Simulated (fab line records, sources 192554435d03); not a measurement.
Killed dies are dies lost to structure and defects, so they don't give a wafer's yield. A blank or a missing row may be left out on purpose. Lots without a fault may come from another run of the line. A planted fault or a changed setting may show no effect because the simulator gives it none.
fab line records | flow n5_finfet
record lots=15 wafers=45 last_day=19
route steps=1938 shown HKMG_FIN@400
lots that met no fault: from a run of the same line without faults
start_h: hours from the record's first day to the start of the lot's first wafer shown | wait_h: hours since the lot's step before | " the same as in the row above | L1.1+2: a row that stands for several wafers | - no value, or no start given | * or withheld: withheld | < > ~ a bound
route shown NAME@n: a module of which the file shows steps, and the number in the route of the first | usual: mean/standard deviation of fault-free wafers | same: alike in all rows | chamber/n: place in a boat | sites: the reading at each site | _std_site: their standard deviation | _edge_site: outer sites' mean less inner sites' | radius_mm: how far each site lies from the wafer's centre | mask NAME#n: copy n | behind: the tool/chamber that last shaped the wafer | hold: why the lot was held/for how many hours/how that ended | device: the transistor (n, p or np) that didn't switch | end of line: the same wafers' tests at the end of the route | a step without rows: its recipe alone | killed: dies lost to structure and defects at the first sort, not the wafer's yield | map: a wafer's dies, x killed, . not, _ none there
set.NAME: the setting as run; set.NAME@STEP: as run at that earlier step | model.NAME: the simulator's own value behind a step, which no gauge read
steps of the route over a sample of lots; a table a step, a row a wafer
services: from which hour (start_h, from the record's first day; less than 0 if before it) a tool's chamber was out of use, for how many hours, and why
## steps
# step N5_HKMG_FIN_INSPECT_61
# recipe mode=adi inspect_instrument=macro
# usual raw_defect_count=2.0/1.4
# columns lot.wafer tool chamber start_h wait_h raw_defect_count
L294.1 defect_inspect-01 - 79.95 0.0 2
L294.2 " - " " 3
L294.5 " - " " 1
L295.1 defect_inspect-02 - 87.91 0.0 3
L295.2 " - " " 1
L295.5 " - " " 1
L297.1 defect_inspect-02 - 98.66 0.0 1
L297.3 " - " " 1
L297.6 " - " " 2
L298.2 defect_inspect-02 - 101.49 0.0 3
L298.3 " - " " 2
L298.6 " - " " 3
L299.1 defect_inspect-01 - 110.11 0.0 2
L299.2 " - " " 0
L299.6 " - " " 3
L300.2 defect_inspect-01 - 115.98 0.0 2
L300.5 " - " " 1
L300.6 " - " " 3
L301.1 defect_inspect-02 - 121.76 0.0 5
L301.2 " - " " 1
L301.5 " - " " 1
L303.4 defect_inspect-01 - 133.09 0.0 1
L303.5 " - " " 0
L303.6 " - " " 3
L305.1 defect_inspect-02 - 147.64 0.0 0
L305.2 " - " " 2
L305.6 " - " " 4
L306.4 defect_inspect-01 - 151.48 0.0 6
L306.5 " - " " 1
L306.6 " - " " 3
L307.1 defect_inspect-01 - 155.56 0.0 1
L307.3 " - " " 4
L307.5 " - " " 3
L308.1 defect_inspect-01 - 161.68 0.0 3
L308.5 " - " " 2
L308.6 " - " " 2
L314.2 defect_inspect-01 - 205.32 0.0 3
L314.3 " - " " 1
L314.6 " - " " 1
L315.2 defect_inspect-01 - 206.54 0.0 3
L315.5 " - " " 3
L315.6 " - " " 2
L316.1 defect_inspect-02 - 213.16 0.0 3
L316.3 " - " " 2
L316.6 " - " " 0
# step N5_HKMG_FIN_CVD_62
# recipe material=a-Si target_thk_a=30 temp_c=500 precursor=Si2H6 pressure_torr=1 time_s=20.8
# usual heater_power_w=1445/180
# columns lot.wafer tool chamber start_h wait_h heater_power_w
L294.1 thermal_cvd_si-02 0 82.40 0.2 1219
L294.2 " 1 " " 1491
L294.5 " 2 " " 1778
L295.1 thermal_cvd_si-01 1 89.67 0.2 1363
L295.2 " 2 " " 1327
L295.5 " 2 " " 1305
L297.1 thermal_cvd_si-01 2 100.42 0.2 1317
L297.3 " 1 " " 1381
L297.6 " 2 " " 1320
L298.2 thermal_cvd_si-02 1 103.25 0.2 1498
L298.3 " 0 " " 1196
L298.6 " 1 " " 1490
L299.1 thermal_cvd_si-01 2 111.88 0.2 1334
L299.2 " 0 " " 1507
L299.6 " 1 " " 1364
L300.2 thermal_cvd_si-02 0 118.02 0.2 1179
L300.5 " 2 " " 1799
L300.6 " 1 " " 1493
L301.1 thermal_cvd_si-01 0 123.53 0.2 1528
L301.2 " 2 " " 1286
L301.5 " 1 " " 1363
L303.4 thermal_cvd_si-01 0 134.90 0.2 1513
L303.5 " 1 " " 1374
L303.6 " 2 " " 1351
L305.1 thermal_cvd_si-01 1 149.52 0.2 1340
L305.2 " 2 " " 1304
L305.6 " 1 " " 1379
L306.4 thermal_cvd_si-02 2 154.52 0.2 1741
L306.5 " 1 " " 1493
L306.6 " 0 " " 1208
L307.1 thermal_cvd_si-01 1 158.07 0.2 1343
L307.3 " 0 " " 1539
L307.5 " 1 " " 1353
L308.1 thermal_cvd_si-02 0 164.16 0.2 1233
L308.5 " 1 " " 1517
L308.6 " 0 " " 1232
L314.2 thermal_cvd_si-02 0 207.40 0.2 1224
L314.3 " 1 " " 1502
L314.6 " 0 " " 1226
L315.2 thermal_cvd_si-01 2 208.30 0.2 1335
L315.5 " 2 " " 1361
L315.6 " 1 " " 1387
L316.1 thermal_cvd_si-02 2 215.05 0.2 1772
L316.3 " 1 " " 1539
L316.6 " 0 " " 1233
# step N5_HKMG_FIN_DEVELOP_11
# recipe develop_time_s=30 developer=TMAH resist=CAR-ArF dev_temp_c=23 rinse_liquid=diw dry=air_spin
# usual chill_plate_temp_C=22.99/0.096 develop_time_s=30/0 resist_line_temp_C=23.00/0.098
# columns lot.wafer tool chamber start_h wait_h chill_plate_temp_C develop_time_s resist_line_temp_C
L294.1 litho_track-01 0 83.77 - 22.89 30 23.03
L294.2 " 0 " " 22.96 30 23.06
L294.5 " 0 " " 23.00 30 23.05
L295.1 litho_track-04 0 91.17 - 23.19 30 22.87
L295.2 " 0 " " 23.02 30 23.18
L295.5 " 0 " " 23.09 30 23.01
L297.1 litho_track-04 0 101.94 - 23.04 30 23.10
L297.3 " 0 " " 23.14 30 23.04
L297.6 " 0 " " 23.10 30 23.09
L298.2 litho_track-04 0 104.62 - 23.25 30 23.08
L298.3 " 0 " " 23.16 30 23.08
L298.6 " 0 " " 22.99 30 22.99
L299.1 litho_track-01 0 113.40 - 23.01 30 23.00
L299.2 " 0 " " 23.04 30 22.98
L299.6 " 0 " " 22.93 30 22.89
L300.2 litho_track-01 0 119.58 - 22.94 30 23.07
L300.5 " 0 " " 23.05 30 22.99
L300.6 " 0 " " 22.79 30 22.95
L301.1 litho_track-01 0 125.28 - 22.92 30 22.91
L301.2 " 0 " " 23.01 30 22.88
L301.5 " 0 " " 23.02 30 22.94
L303.4 litho_track-02 0 136.44 - 23.04 30 23.07
L303.5 " 0 " " 22.96 30 22.98
L303.6 " 0 " " 23.05 30 22.94
L305.1 litho_track-04 0 150.97 - 22.89 30 23.12
L305.2 " 0 " " 23.10 30 22.99
L305.6 " 0 " " 22.98 30 23.14
L306.4 litho_track-04 - 155.87 - - - -
L306.5 " - " " - - -
L306.6 " - " " - - -
L307.1 litho_track-02 - 159.82 - - - -
L307.3 " - " " - - -
L307.5 " - " " - - -
L308.1 litho_track-04 - 165.71 - - - -
L308.5 " - " " - - -
L308.6 " - " " - - -
L314.2 litho_track-01 0 208.89 - 22.86 30 23.09
L314.3 " 0 " " 23.00 30 22.98
L314.6 " 0 " " 22.97 30 23.10
L315.2 litho_track-02 0 209.85 - 23.18 30 23.12
L315.5 " 0 " " 23.04 30 23.19
L315.6 " 0 " " 23.10 30 22.95
L316.1 litho_track-01 0 216.57 - 22.95 30 22.87
L316.3 " 0 " " 22.97 30 22.92
L316.6 " 0 " " 23.00 30 22.91
# step N5_HKMG_FIN_DESCUM_17
# recipe chemistry=O2 time_s=7.9 source_power_w=50 bias_power_w=20 pressure_mtorr=20 rf_frequency_hz=2.712e+07 temp_c=40 resist=CAR-ArF o2_flow_sccm=225
# usual drypump_motor_current_A=5.8/0.41 o2_flow_sccm=224.9/0.66 oes_product_au=0.77/0.099 rf_vpp_V=243.3/1.4 showerhead_plenum_p_Torr=2.11/0.074 temp_c=40.00/0.11 throttle_valve_pct=20.49/0.29
# columns lot.wafer tool chamber start_h wait_h drypump_motor_current_A o2_flow_sccm oes_product_au rf_hours_counter_h rf_vpp_V showerhead_plenum_p_Torr temp_c throttle_valve_pct
L294.1 rie_diel-03 2 83.92 0.0 5.2 225.5 0.72 207 243.9 2.10 40.03 20.80
L294.2 " 1 " " 6.1 226.2 0.69 238 242.6 2.07 39.92 20.25
L294.5 " 1 " " 6.1 224.6 0.69 - 243.9 2.07 39.95 20.22
L295.1 rie_diel-05 3 91.44 0.2 6.1 224.9 0.74 179 242.1 2.01 40.21 20.44
L295.2 " 2 " " 6.2 224.4 0.76 147 244.7 2.19 40.15 20.68
L295.5 " 3 " " 6.1 224.5 0.75 - 241.2 2.01 40.15 20.45
L297.1 rie_diel-05 3 102.57 0.5 6.1 225.2 0.73 184 242.2 2.01 39.91 20.47
L297.3 " 2 " " 6.1 226.2 0.74 153 244.9 2.19 39.88 20.70
L297.6 " 2 " " 6.1 225.1 0.75 - 244.5 2.19 40.04 20.70
L298.2 rie_diel-03 2 104.90 0.2 5.2 224.8 0.71 216 241.7 2.09 39.97 20.83
L298.3 " 0 " " 6.1 224.2 0.72 168 243.6 2.18 40.06 20.65
L298.6 " 1 " " 6.1 225.5 0.68 - 243.4 2.07 40.01 20.25
L299.1 rie_diel-05 0 113.55 0.0 6.1 225.4 0.70 222 239.9 1.98 39.91 20.34
L299.2 " 1 " " 5.5 224.8 0.70 213 243.0 2.06 40.01 20.53
L299.6 " 2 " " 6.1 223.8 0.75 - 245.2 2.19 40.19 20.71
L300.2 rie_diel-01 3 119.72 0.0 5.6 225.7 0.70 244 240.7 1.97 40.08 21.03
L300.5 " 0 " " 5.2 224.7 0.81 - 243.9 2.20 39.98 20.38
L300.6 " 3 " " 5.7 224.6 0.70 - 241.1 1.97 40.07 21.04
L301.1 rie_diel-01 2 125.42 0.0 5.5 225.2 0.91 21 243.3 2.14 39.85 20.25
L301.2 " 1 " " 6.1 224.5 0.94 17 243.0 2.13 39.85 20.05
L301.5 " 0 " " 5.2 224.1 0.82 - 244.4 2.20 39.87 20.36
L303.4 rie_diel-01 2 136.59 0.0 5.5 224.8 0.91 24 244.6 2.14 39.96 20.26
L303.5 " 2 " " 5.5 224.9 0.92 - 243.2 2.14 39.73 20.26
L303.6 " 3 " " 5.7 225.2 0.69 - 240.6 1.97 40.13 21.05
L305.1 rie_diel-03 2 152.03 0.9 5.2 224.9 0.69 239 243.0 2.08 39.88 20.86
L305.2 " 1 " " 6.1 224.9 0.67 270 241.5 2.06 40.14 20.28
L305.6 " 0 " " 6.2 225.8 0.71 - 244.0 2.17 39.87 20.67
L306.4 rie_diel-03 2 157.10 1.1 5.2 226.2 0.70 - 242.4 2.08 40.09 20.85
L306.5 " 0 " " 6.2 223.6 0.71 - 244.3 2.17 40.15 20.69
L306.6 " 1 " " 6.1 224.2 0.67 - 242.8 2.06 40.05 20.29
L307.1 rie_diel-01 2 161.42 1.5 5.5 223.8 0.89 37 244.3 2.13 40.03 20.27
L307.3 " 1 " " 6.1 224.6 0.90 33 244.2 2.12 40.02 20.08
L307.5 " 2 " " 5.6 224.7 0.89 - 244.5 2.13 39.93 20.28
L308.1 rie_diel-01 0 165.85 0.0 5.2 224.2 0.80 97 244.4 2.20 40.10 20.43
L308.5 " 3 " " 5.7 225.5 0.94 - 246.0 2.23 40.05 20.67
L308.6 " 0 " " 5.2 224.4 0.80 - 244.0 2.20 40.01 20.43
L314.2 rie_diel-03 0 209.04 0.0 6.2 224.2 0.69 216 244.8 2.17 39.93 20.71
L314.3 " 1 " " 6.1 226.0 1.01 0 242.4 2.05 40.10 19.79
L314.6 " 1 " " 6.1 225.4 1.01 - 243.7 2.05 40.21 19.78
L315.2 rie_diel-03 3 209.99 0.0 5.1 225.5 0.71 198 241.3 1.99 40.01 20.74
L315.5 " 1 " " 6.1 224.7 1.02 - 240.6 2.05 40.11 19.78
L315.6 " 0 " " 6.2 225.5 0.70 - 243.6 2.16 40.17 20.71
L316.1 rie_diel-03 3 216.72 0.0 5.1 224.6 0.70 202 241.3 1.99 39.97 20.73
L316.3 " 1 " " 6.1 225.6 0.96 5 244.6 2.05 40.03 19.78
L316.6 " 3 " " 5.2 225.8 0.70 - 240.8 1.99 39.94 20.74
## services
# columns tool chamber start_h hours kind
rie_diel-01 1 59.08 2.7 repair
rie_diel-03 3 60.64 132.0 repair
rie_diel-01 1 67.45 - clean
rie_diel-01 1 67.45 - consumable_replace:focus_ring
rie_diel-01 1 67.45 16.1 scheduled_down
rie_diel-01 1 67.45 16.1 vent_cycle
rie_diel-01 2 79.65 27.8 repair
litho_track-01 - 117.70 - consumable_replace:filter
rie_diel-01 3 137.47 - clean
rie_diel-01 3 137.47 - consumable_replace:focus_ring
rie_diel-05 - 147.61 14.6 pm
rie_diel-05 0 175.21 1.2 repair
thermal_cvd_si-01 - 180.80 0.7 repair
rie_diel-03 1 192.64 - clean
rie_diel-03 1 192.64 - consumable_replace:focus_ring
rie_diel-03 1 192.64 15.9 scheduled_down
rie_diel-03 1 192.64 15.9 vent_cycle
thermal_cvd_si-01 - 197.82 6.0 pm
thermal_cvd_si-01 0 206.87 12.3 repair
rie_diel-03 2 208.58 - clean
rie_diel-03 2 208.58 - consumable_replace:focus_ring
rie_diel-03 2 208.58 19.2 scheduled_down
rie_diel-03 2 208.58 19.2 vent_cycle
rie_diel-01 - 216.73 1.2 repair
## key
first_sign step=N5_HKMG_FIN_DEVELOP_11 reading=tool_record direction=missing
effect none on later readings
met_at N5_HKMG_FIN_DEVELOP_11
struck_lots L306,L307,L308
later_rows_left_out L306.4,L306.5,L306.6,L307.1,L307.3,L307.5,L308.1,L308.5,L308.6
sort_left_out L306.4,L306.5,L306.6,L307.1,L307.3,L307.5,L308.1,L308.5,L308.6
tester_left_out L306,L307,L308
not_acting_at N5_HKMG_FIN_INSPECT_61,N5_HKMG_FIN_CVD_62,N5_HKMG_FIN_DESCUM_17
onset_between 150.97 155.87
fault kind=skipped_step_whole tool=litho_track-02,litho_track-04 chamber=- onset_h=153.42 steps=N5_HKMG_FIN_DEVELOP_11 scope=struck_lots_only
# tester_left_out: of these lots the tester's yield and bins aren't shown, on N5 and GAA mostly nor the transistor test; their killed dies are dies lost to structure and defects alone, not to doping, threshold or leakage, so they don't give the yield
# sort_left_out: the simulated sort isn't trusted on such a fault, so these wafers' sort isn't shown, and their yield isn't known
# later_rows_left_out: the simulator's readings of these wafers behind a module that went badly wrong aren't trusted and aren't shown, but for the sort
